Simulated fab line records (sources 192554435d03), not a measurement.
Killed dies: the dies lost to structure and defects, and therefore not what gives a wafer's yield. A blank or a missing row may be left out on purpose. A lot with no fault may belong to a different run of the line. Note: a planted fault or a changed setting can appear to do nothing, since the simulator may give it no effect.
fab line records    flow n5Finfet
record: lots: 5  wafers: 13  lastDay: 16
route steps=1938 shown HKMG_FIN@409 BEOL_M4@1111 PASSIVATION@1936
lots that met no fault: taken from a fault-free run of the same line
startH: start of the lot's first displayed wafer, in hours after the record's first day    waitH: hours elapsed since this lot's preceding step    " repeats the value in the row above    L1.1+2: a row that stands for several wafers    - no value present, or no start provided    * or withheld: withheld    < > ~ a bound
route shown NAME@n: a module of which the file shows steps, and the number in the route of the first    usual: mean/standard deviation of fault-free wafers    same: alike in all rows    chamber/n: place in a boat    sites: the reading at each site    _std_site: standard deviation of those values    _edge_site: mean of outer sites minus mean of inner sites    radiusMm: how far each site lies from the wafer's centre    mask NAME#n: copy n    behind: tool/chamber where the wafer was last shaped    hold: cause of the lot's hold/its duration in hours/its outcome    device: names the non-switching transistor (n, p or np)    end of line: tests of these same wafers at the route's end    for a step that has no rows: nothing shown but its recipe    killed: dies lost to structure and defects at the first sort, not the wafer's yield    map: shows each die of a wafer: x if killed, . if not, _ if none is there
set.NAME: the setting as run; set.NAME@STEP: as run at that earlier step    model.NAME: the simulator's own value behind a step, which no gauge read
lots at some steps of the route; a table a step, a row a wafer
services: from which hour (startH, from the record's first day; less than 0 if before it) a tool's chamber was out of use, for how many hours, and why
== steps ==
step: N5_HKMG_FIN_STRIP_60
recipe: chemistry: N2/H2  powerW: 2500  tempC: 300  h2Frac: 0.65  timeS: 360  pressureMtorr: withheld  n2FlowSccm: 1750  h2FlowSccm: 3250
step: N5_HKMG_FIN_WET_ETCH_77
recipe: chemistry: dHCl  mix: 1:10000  tempC: 25  target: La2O3  stopOn: HfO2  targetDepthNm: 2
step: N5_HKMG_FIN_WET_ETCH_78
recipe: chemistry: dNH4OH  mix: 1:50  tempC: 25  target: Al2O3  stopOn: La2O3  targetDepthNm: 4.5  dry: ipaMarangoni  rinseTimeS: 30  rinseTempC: 23
step: N5_HKMG_FIN_ALD_79
recipe: material: TiN  targetThkA: 15  tempC: 400  aldPrecursorFamily: TiCl4  aldCoReactant: NH3  pulseTimeS: 1  purgeTimeS: 3  coReactantPurgeTimeS: 2  coReactantPulseTimeS: 2  aldCycles: 68  pressureTorr: 3
step: N5_HKMG_FIN_CVD_62
recipe: material: a-Si  targetThkA: 30  tempC: 500  precursor: Si2H6  pressureTorr: 1  timeS: 20.8
step: N5_HKMG_FIN_RTA_80
recipe: tempC: withheld  timeS: 2  ambient: N2  idleTempC: 600  rampUpCPerS: 150  rampDownCPerS: 60  coolToC: 600
step: N5_HKMG_FIN_PRECLEAN_64
recipe: chemistry: dHF  timeS: 30  tempC: 25  dilution: withheld
step: N5_HKMG_FIN_WET_ETCH_65
recipe: chemistry: TMAH  tempC: 70  concWtPct: 5  target: a-Si  stopOn: TiN  timeS: 49  targetDepthNm: 3
step: N5_HKMG_FIN_WET_ETCH_81
recipe: chemistry: SC1  target: TiN  stopOn: HfO2  mix: 1:1:5  tempC: 60  timeS: 57  targetDepthNm: 6
step: N5_HKMG_FIN_WET_ETCH_82
recipe: chemistry: dHCl  mix: 1:10000  tempC: 25  target: La2O3  stopOn: HfO2  targetDepthNm: 2  dry: ipaMarangoni  rinseTimeS: 30  rinseTempC: 23
step: N5_HKMG_FIN_ALD_36
recipe: material: TiN  targetThkA: 10  tempC: 400  aldPrecursorFamily: TiCl4  aldCoReactant: NH3  pulseTimeS: 1  purgeTimeS: 3  coReactantPurgeTimeS: 2  coReactantPulseTimeS: 2  aldCycles: 47  pressureTorr: 3
step: N5_HKMG_FIN_PWFM_ALD_03
recipe: material: TiN  targetThkA: 20  tempC: 400  aldPrecursorFamily: TiCl4  aldCoReactant: NH3  pulseTimeS: 1  purgeTimeS: 3  coReactantPurgeTimeS: 2  coReactantPulseTimeS: 2  aldCycles: 91  pressureTorr: 3
usual: aldCycles: 91/0  heaterPowerW: 865/80  precursorPulseHeightRel: 1.000/0.021
lot.wafer  tool         chamber  startH  waitH  aldCycles  heaterPowerW  precursorPulseHeightRel  model.TiN_of_HKMG_FIN_PWFM_ALD_03.thkNm
L841.1     aldMetal-01  2        91.88   0.0    91         888           0.997                    2
L841.3     "            0        "       "      91         799           1.003                    2
L841.6     "            2        "       "      91         883           0.979                    2
L845.1     aldMetal-01  2        118.94  0.0    91         879           1.026                    2
L845.2     "            0        "       "      91         816           0.993                    2
L845.4     "            3        "       "      107        752           1.026                    2.4
L846.4     aldMetal-01  0        122.91  0.0    107        818           1.008                    2.4
L846.5     "            3        "       "      107        736           1.011                    2.4
L847.2     aldMetal-01  1        128.50  0.0    91         853           1.037                    2
L847.5     "            1        "       "      107        847           0.961                    2.4
L855.3     aldMetal-03  0        175.02  0.0    91         850           1.009                    2
L855.4     "            1        "       "      91         943           1.029                    2
L855.5     "            0        "       "      91         862           0.993                    2
step: N5_HKMG_FIN_COAT_29
recipe: resist: SOC  tempC: 250  timeS: 60  spinRpm: 1500  resistThkNm: 300
step: N5_HKMG_FIN_COAT_30
recipe: resist: SiARC  tempC: 220  timeS: 60  spinRpm: 1500  resistThkNm: 35
step: N5_HKMG_FIN_COAT_06
recipe: resist: CAR-ArF  spinRpm: 1500  resistThkNm: 90
step: N5_HKMG_FIN_EBR_08
recipe: solvent: PGMEA  ebrWidthMm: 1.5
step: N5_HKMG_FIN_SOFTBAKE_07
recipe: tempC: 110  timeS: 60  resist: CAR-ArF
step: N5_HKMG_FIN_EXPOSE_09
recipe: maskId: NWFM  na: 1.35  sourceShape: conventional  sigmaOuter: 0.8  polarization: unpolarized  doseMj: 39.25
step: N5_HKMG_FIN_PEB_10
recipe: pebTempC: withheld  pebTimeS: 60  resist: CAR-ArF
step: N5_HKMG_FIN_DEVELOP_11
recipe: developTimeS: 30  developer: TMAH  resist: CAR-ArF  devTempC: 23  rinseLiquid: diw  dry: airSpin
step: N5_HKMG_FIN_DESCUM_17
recipe: chemistry: O2  timeS: 7.9  sourcePowerW: 50  biasPowerW: 20  pressureMtorr: 20  rfFrequencyHz: 2.712e+07  tempC: 40  resist: CAR-ArF  o2FlowSccm: 225
step: N5_HKMG_FIN_ETCH_31
recipe: chemistry: CF4  target: SiARC  targetDepthA: 455  maskMaterial: CAR-ArF  timeS: 75.8  ionEnergyEv: 80  pressureMtorr: 40  sourceW: 545  biasW: 36  Ar_flow_sccm: 100  cf4FlowSccm: 100  ends: cleared
step: N5_HKMG_FIN_ETCH_32
recipe: chemistry: N2/H2  target: SOC  targetDepthA: 2400  tempC: 40  timeS: 300  ionEnergyEv: 200  maskMaterial: SiARC  pressureMtorr: 30  sourceW: 840  biasW: 150  n2FlowSccm: 200  h2FlowSccm: 200
step: N5_HKMG_FIN_STRIP_33
recipe: chemistry: N2/H2  tempC: 40  n2FlowSccm: 200  h2FlowSccm: 200  rfFrequencyHz: 6e+07
step: N5_HKMG_FIN_STRIP_34
recipe: chemistry: CF4  resist: SiARC  powerW: 300  biasPowerW: 75  pressureMtorr: 50  cf4FlowSccm: 150  rfFrequencyHz: 6e+07
step: N5_HKMG_FIN_ETCH_35
recipe: chemistry: N2/H2  target: SOC  targetDepthA: 2158  ionEnergyEv: 65  biasW: 5  sourceW: 3000  timeS: 243.4  pressureMtorr: 30  n2FlowSccm: 200  h2FlowSccm: 200
step: N5_HKMG_FIN_STRIP_92
recipe: chemistry: N2/H2  material: SOC  timeS: 20  powerW: 500  tempC: 40  pressureMtorr: 50  rfFrequencyHz: 6e+07  biasPowerW: 8  h2Frac: 0.5  n2FlowSccm: 300  h2FlowSccm: 300
step: N5_HKMG_FIN_WET_ETCH_18
recipe: chemistry: SC1  target: TiN  mix: 1:1:5  tempC: *  timeS: 55  targetDepthNm: 5.2  dry: ipaMarangoni  rinseTimeS: 30  rinseTempC: 23
step: N5_HKMG_FIN_STRIP_19
recipe: chemistry: N2/H2  powerW: 2500  tempC: 300  h2Frac: 0.65  timeS: 360  pressureMtorr: withheld  n2FlowSccm: 1750  h2FlowSccm: 3250
step: N5_HKMG_FIN_ALD_91
recipe: material: TiN  targetThkA: 10  tempC: 400  aldPrecursorFamily: TiCl4  aldCoReactant: NH3  pulseTimeS: 1  purgeTimeS: 3  coReactantPurgeTimeS: 2  coReactantPulseTimeS: 2  aldCycles: 47  pressureTorr: 3
step: N5_HKMG_FIN_COAT_85
recipe: resist: SOC  tempC: 250  timeS: 60  spinRpm: 1500  resistThkNm: 300
step: N5_HKMG_FIN_ETCH_86
recipe: chemistry: N2/H2  target: SOC  targetDepthA: 3932  stopOn: TiN  ionEnergyEv: 100  biasW: 61  pressureMtorr: 30  sourceW: 850  n2FlowSccm: 200  h2FlowSccm: 200
step: N5_HKMG_FIN_STRIP_89
recipe: chemistry: N2/H2  material: SOC  timeS: 20  powerW: 500  tempC: 40  pressureMtorr: 50  rfFrequencyHz: 6e+07  biasPowerW: 8  h2Frac: 0.5  n2FlowSccm: 300  h2FlowSccm: 300
step: N5_HKMG_FIN_WET_ETCH_87
recipe: chemistry: SC1  target: TiN  mix: 1:2:40  tempC: 50  timeS: 154.2  targetDepthNm: 4.7  dry: ipaMarangoni  rinseTimeS: 30  rinseTempC: 23
step: N5_HKMG_FIN_STRIP_88
recipe: chemistry: N2/H2  powerW: 2500  tempC: 300  h2Frac: 0.65  timeS: 360  pressureMtorr: withheld  n2FlowSccm: 1750  h2FlowSccm: 3250
step: N5_HKMG_FIN_NWFM_ALD_20
recipe: material: TiAlC  targetThkA: 20  tempC: 300  aldPrecursorFamily: TiCl4  aldCoReactant: TEA  pulseTimeS: 3  purgeTimeS: 2  coReactantPurgeTimeS: 2  coReactantPulseTimeS: 10  aldCycles: 7  pressureTorr: 3
step: N5_HKMG_FIN_ALD_71
recipe: material: TiN  targetThkA: 10  tempC: 400  aldPrecursorFamily: TiCl4  aldCoReactant: NH3  pulseTimeS: 1  purgeTimeS: 3  coReactantPurgeTimeS: 2  coReactantPulseTimeS: 2  aldCycles: 47  pressureTorr: 3
step: N5_HKMG_FIN_COAT_66
recipe: resist: SOC  tempC: 250  timeS: 60  spinRpm: 1500  resistThkNm: 300
step: N5_BEOL_M4_RC_MEAS_101
usual: DIBL_N: 35.8/1.5  DIBL_P: 35.9/1.8  IOFF_N: 0.152/0.025  IOFF_P: 0.21/0.031  IOFF_P_85C: 3.6/0.46  IOFF_P_LIN: 0.099/0.012  ION_N: 672/11  ION_P: 462/7.4  SS_N: 71.5/0.52  SS_P: 73.2/0.54  VT_N: 250/3  VT_P: -250/3.3  VT_P_LONG: -275/3.3  VT_P_LVT: -99/3.1
lot.wafer  tool       chamber  startH  waitH  DIBL_N[mV/V]  DIBL_P[mV/V]  IOFF_N[nA/um]  IOFF_P[nA/um]  IOFF_P_85C[nA/um]  IOFF_P_LIN[nA/um]  ION_N[uA/um]  ION_P[uA/um]  SS_N[mV/dec]  SS_P[mV/dec]  VT_N[mV]  VT_P[mV]  VT_P_LONG[mV]  VT_P_LVT[mV]
L841.1     prober-01  0        178.53  0.0    35.7          33.7          0.129          0.16           3.0                0.080              669           461           71.3          72.9          254       -256      -281           -107
L841.3     "          0        "       "      37.3          35.2          0.144          0.18           3.2                0.085              661           450           70.8          73.3          252       -254      -281           -105
L841.6     "          0        "       "      36.7          33.4          0.127          0.15           2.8                0.076              661           450           71.7          73.0          255       -257      -280           -108
L845.1     prober-02  0        208.85  0.0    37.1          36.5          0.136          0.18           3.2                0.085              659           458           71.9          73.8          251       -255      -283           -104
L845.2     "          0        "       "      35.2          33.9          0.110          0.14           2.6                0.069              656           447           70.9          72.4          257       -261      -280           -108
L845.4     "          0        "       "      34.8          33.8          0.112          0.22           3.8                0.112              671           467           70.8          73.8          255       -246      -269           -95
L846.4     prober-02  0        216.07  0.5    36.1          36.2          0.152          0.29           4.8                0.144              671           479           71.6          72.6          249       -240      -266           -88
L846.5     "          0        "       "      36.4          36.8          0.146          0.30           5.0                0.143              660           475           71.7          73.2          252       -241      -268           -88
L847.2     prober-01  0        231.14  0.2    35.7          35.4          0.155          0.20           3.4                0.096              669           456           71.2          73.8          249       -252      -275           -100
L847.5     "          0        "       "      36.2          36.6          0.179          0.35           5.6                0.167              688           488           71.6          73.6          245       -236      -264           -86
L855.3     prober-01  0        285.21  0.3    35.5          35.8          0.171          0.21           3.5                0.100              661           456           71.7          73.2          246       -249      -275           -97
L855.4     "          0        "       "      36.2          37.2          0.177          0.23           3.9                0.108              693           470           70.9          73.8          246       -248      -275           -96
L855.5     "          0        "       "      36.6          37.0          0.176          0.22           3.8                0.106              672           458           71.3          74.2          248       -248      -274           -97
step: N5_PASSIVATION_PROBE_49
usual: defectLimitedYield: 91.7/1.7  killed_at_M0_to_M3: 34/10  killed_at_M4_up: 13/5.1  killedAtContacts: 12/6.2  killedAtFrontEnd: 36/12  killedAtOther: 3.2/2.6  killedDies: 98/20  killedOpen: 65/13  killedShort: 32/8.4  sort_bin_5_function: 4.8/1.1  sort_bin_6_memory: 3.2/0.74  sortNPass: 1082/20  sortYieldPct: 91.7/1.7
same: grossDies: 1180  killedAtBackSide: 0  sort_bin_4_leakage[%]: 0  sort_bin_8_speed[%]: 0
lot.wafer  tool       chamber  startH  waitH  defectLimitedYield[%]  killed_at_M0_to_M3  killed_at_M4_up  killedAtContacts  killedAtFrontEnd  killedAtOther  killedDies  killedOpen  killedShort  sort_bin_5_function[%]  sort_bin_6_memory[%]  sortNPass  sortYieldPct[%]
L845.1     prober-02  -        319.29  0.0    92.5                   37                  12               9                 27                4              89          49          39           4.8                     2.4                   1091       92.5
L845.2     prober-02  -        319.34  0.1    93.7                   16                  16               11                29                2              74          46          28           3.1                     3.0                   1106       93.7
L845.4     prober-02  -        319.44  0.2    91.9                   36                  14               12                30                4              96          74          22           4.7                     3.4                   1084       91.9
L846.4     prober-01  -        320.11  0.2    91.3                   34                  11               7                 50                1              103         69          34           5.1                     3.4                   1077       91.3
L846.5     prober-01  -        320.16  0.2    91.0                   25                  9                3                 68                1              106         68          24           4.7                     3.0                   1074       91.0
L847.2     prober-02  -        331.32  0.1    89.3                   45                  13               9                 58                1              126         81          39           5.8                     4.6                   1054       89.3
L847.5     prober-02  -        331.47  0.2    89.0                   45                  15               23                44                3              130         84          43           5.8                     4.8                   1050       89.0
killed by level:class
L845.1 BEOL_M0_SAQP:geometricParticle:short=11 BEOL_M2:geometricParticle:open=8 BEOL_M4:geometricParticle:open=8 MOL_CONTACT_COAG:geometricParticle:open=7 ILD0:geometricParticle:short=6 BEOL_M0_SAQP:geometricParticle:open=6 FIN_SAQP:geometricParticle:short=4 STARTING-WAFER:geometricParticle:short=4
L845.2 MOL_CONTACT_COAG:geometricParticle:open=8 FIN_SAQP:geometricParticle:short=7 BEOL_M4:geometricParticle:open=7 STI_FIN_REVEAL:geometricParticle:open=6 BEOL_M0_SAQP:geometricParticle:short=6 BEOL_M1:geometricParticle:open=4 STI_FIN_REVEAL:geometricParticle:short=3 MOL_CONTACT_COAG:geometricParticle:short=3
L845.4 MOL_CONTACT_COAG:geometricParticle:open=12 BEOL_M3:geometricParticle:open=12 BEOL_M2:geometricParticle:open=8 GATE_CUT:geometricParticle:short=7 BEOL_M0_SAQP:geometricParticle:open=7 BEOL_M4:geometricParticle:open=7 BEOL_M1:geometricParticle:open=5 STI_FIN_REVEAL:geometricParticle:open=4
L846.4 BEOL_M1:geometricParticle:open=13 FIN_SAQP:geometricParticle:open=12 FIN_SAQP:geometricParticle:short=12 BEOL_M2:geometricParticle:open=8 MOL_CONTACT_COAG:geometricParticle:open=7 BEOL_M4:geometricParticle:open=7 STI_FIN_REVEAL:geometricParticle:open=6 BEOL_M0_SAQP:geometricParticle:short=6
L846.5 FIN_SAQP:geometricParticle:open=24 HKMG_FIN:areaEtch=14 STI_FIN_REVEAL:geometricParticle:open=9 BEOL_M3:geometricParticle:open=8 FIN_SAQP:geometricParticle:short=7 BEOL_M1:geometricParticle:open=3 DUMMY_GATE:geometricParticle:open=3 MOL_CONTACT_COAG:geometricParticle:open=3
L847.2 BEOL_M1:geometricParticle:open=14 FIN_SAQP:geometricParticle:open=12 STI_FIN_REVEAL:geometricParticle:open=12 FIN_SAQP:geometricParticle:short=11 BEOL_M0_SAQP:geometricParticle:open=11 MOL_CONTACT_COAG:geometricParticle:open=9 BEOL_M0_SAQP:geometricParticle:short=8 DUMMY_GATE:geometricParticle:open=7
L847.5 BEOL_M0_SAQP:geometricParticle:open=18 MOL_CONTACT_COAG:geometricParticle:open=17 DUMMY_GATE:geometricParticle:open=14 BEOL_M0_SAQP:geometricParticle:short=11 BEOL_M1:geometricParticle:open=7 FIN_SAQP:geometricParticle:open=6 DUMMY_GATE:geometricParticle:short=6 MOL_CONTACT_COAG:geometricParticle:short=6
== services ==
tool         chamber  startH  hours  kind
aldMetal-03  2        73.11   19.1   repair
aldMetal-01  2        93.62   22.0   repair
== key ==
firstSign: step: N5_HKMG_FIN_PWFM_ALD_03  reading: aldCycles  direction: up  sigmas: 99+  usual: *  struck: *
effect: step: N5_BEOL_M4_RC_MEAS_101  reading: IOFF_P_LIN  direction: up  sigmas: 3.4  usual: 0.099  struck: 0.141
effect: step: N5_BEOL_M4_RC_MEAS_101  reading: VT_P_LVT  direction: up  sigmas: 3.3  usual: -99  struck: -89
effect: step: N5_BEOL_M4_RC_MEAS_101  reading: VT_P  direction: up  sigmas: 2.9  usual: -250  struck: -241
effect: step: N5_BEOL_M4_RC_MEAS_101  reading: IOFF_P  direction: up  sigmas: 2.8  usual: 0.21  struck: 0.29
effect: step: N5_BEOL_M4_RC_MEAS_101  reading: IOFF_P_85C  direction: up  sigmas: 2.7  usual: 3.6  struck: 4.8
effect: step: N5_BEOL_M4_RC_MEAS_101  reading: VT_P_LONG  direction: up  sigmas: 2.6  usual: -275  struck: -267
effect: step: N5_BEOL_M4_RC_MEAS_101  reading: ION_P  direction: up  sigmas: 2.2  usual: 462  struck: 478
modelEffect: step: N5_HKMG_FIN_PWFM_ALD_03  value: TiN_of_HKMG_FIN_PWFM_ALD_03.thkNm  without: 2  struck: 2.4
metAt N5_HKMG_FIN_PWFM_ALD_03
struckWafers L845.4,L846.4,L846.5,L847.5
baselineLoss: step: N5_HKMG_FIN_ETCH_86  wafers: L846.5
onsetBetween 91.88 118.94
fault: kind: processParameterDrift  tool: aldMetal-01  chamber: -  onsetH: 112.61  steps: N5_HKMG_FIN_PWFM_ALD_03  channel: aldCycles  offset: *  shape: step  endH: 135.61  scope: struckWafersOnly  actsIn: *  stated: *
baselineLoss: these wafers lose ten dies or more at that step, a loss of the line's own and not of a fault; the sort's usual values leave them out
